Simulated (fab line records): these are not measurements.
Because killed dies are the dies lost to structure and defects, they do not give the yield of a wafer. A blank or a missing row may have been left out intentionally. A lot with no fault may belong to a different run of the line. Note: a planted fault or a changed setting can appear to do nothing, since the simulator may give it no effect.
2 desks, one fault / flow n5 finfet / each desk holds nothing but its own numbers, with what lay behind them at the end

AT THE METROLOGY DESK
Means of the sampled wafers that have a number, per lot and without regard to the tool the lot ran on: this is what the gauges read. A lot is out of limits, marked OUT, if its mean lies more than 4 standard deviations from the usual mean; the brackets give that distance. Only the readings that lie furthest out on some lot appear, 7 of the 10 it has.
Columns: A = DIBL_N at N5_BEOL_M4_RC_MEAS_101, usual 36.5 mV/V; B = DIBL_P at N5_BEOL_M4_RC_MEAS_101, usual 36.9 mV/V; C = IOFF_N at N5_BEOL_M4_RC_MEAS_101, usual 0.17 nA/um; D = IOFF_P at N5_BEOL_M4_RC_MEAS_101, usual 0.22 nA/um; E = ION_P at N5_BEOL_M4_RC_MEAS_101, usual 461 uA/um; F = SS_P at N5_BEOL_M4_RC_MEAS_101, usual 73.5 mV/dec; G = VT_P at N5_BEOL_M4_RC_MEAS_101, usual -250 mV
lot=L948; first seen here=day 8 10:38; A=33.9; B=33.9; C=0.11; D=0.15; E=453; F=72.0; G=-257
lot=L949; first seen here=day 9 04:32; A=35.9; B=36.2; C=0.15; D=0.21; E=458; F=73.3; G=-250
lot=L950; first seen here=day 9 11:28; A=35.6; B=36.6; C=0.13; D=0.20; E=454; F=72.8; G=-252
lot=L955; first seen here=day 10 03:37; A=35.0; B=34.0; C=0.14; D=0.21; E=454; F=73.5; G=-248
lot=L957; first seen here=day 10 18:16; A=39.0; B=38.4; C=0.21; D=0.28; E=472; F=73.8; G=-246
lot=L956; first seen here=day 11 02:48; A=36.5; B=36.9; C=0.15; D=0.21; E=454; F=73.6; G=-252
lot=L966; first seen here=day 13 09:13; A=36.1; B=36.7; C=0.16; D=0.19; E=456; F=73.6; G=-252
lot=L968; first seen here=day 14 03:44; A=37.9; B=37.7; C=0.23; D=0.31; E=482; F=73.8; G=-240
lot=L970; first seen here=day 14 05:49; A=37.1; B=37.9; C=0.16; D=0.22; E=462; F=73.9; G=-251
lot=L969; first seen here=day 14 06:13; A=37.0; B=35.8; C=0.14; D=0.20; E=448; F=73.4; G=-252
lot=L971; first seen here=day 15 04:48; A=41.2; B=43.5; C=0.26; D=0.31; E=464; F=74.8; G=-245
Finding of this desk: none of the 11 lots has anything out of limits.

TOOL OWNER'S DESK, ald metal-02
The tool's own readings at N5_BEOL_M4_ALD_84 (deposits TaN, pulse time 2 s, purge time 3 s, co reactant purge time 2 s): means of the sampled wafers that have a number, for each lot that ran on this tool. A lot is out of limits, marked OUT, if its mean lies more than 4 standard deviations from the usual mean; the brackets give that distance.
Columns: A = heater power w at N5_BEOL_M4_ALD_84, usual 394 W; B = precursor vessel temp c at N5_BEOL_M4_ALD_84, usual 75.00 C
lot=L950; first seen here=day 9 06:19; A=361; B=74.99
lot=L955; first seen here=day 9 20:33; A=346; B=75.12
lot=L957; first seen here=day 10 14:33; A=330; B=74.92
lot=L956; first seen here=day 10 23:00; A=360; B=74.90
lot=L968; first seen here=day 13 23:25; A=374; B=75.00
lot=L970; first seen here=day 14 02:29; A=373; B=75.02
lot=L971; first seen here=day 15 00:29; A=338; B=74.98
Finding of this desk: none of the 7 lots has anything out of limits.

BROUGHT TOGETHER
Metrology desk: nothing out of limits seen.
The tool owner's desk saw nothing out of limits.

WHAT THE SIMULATOR HAD INSERTED
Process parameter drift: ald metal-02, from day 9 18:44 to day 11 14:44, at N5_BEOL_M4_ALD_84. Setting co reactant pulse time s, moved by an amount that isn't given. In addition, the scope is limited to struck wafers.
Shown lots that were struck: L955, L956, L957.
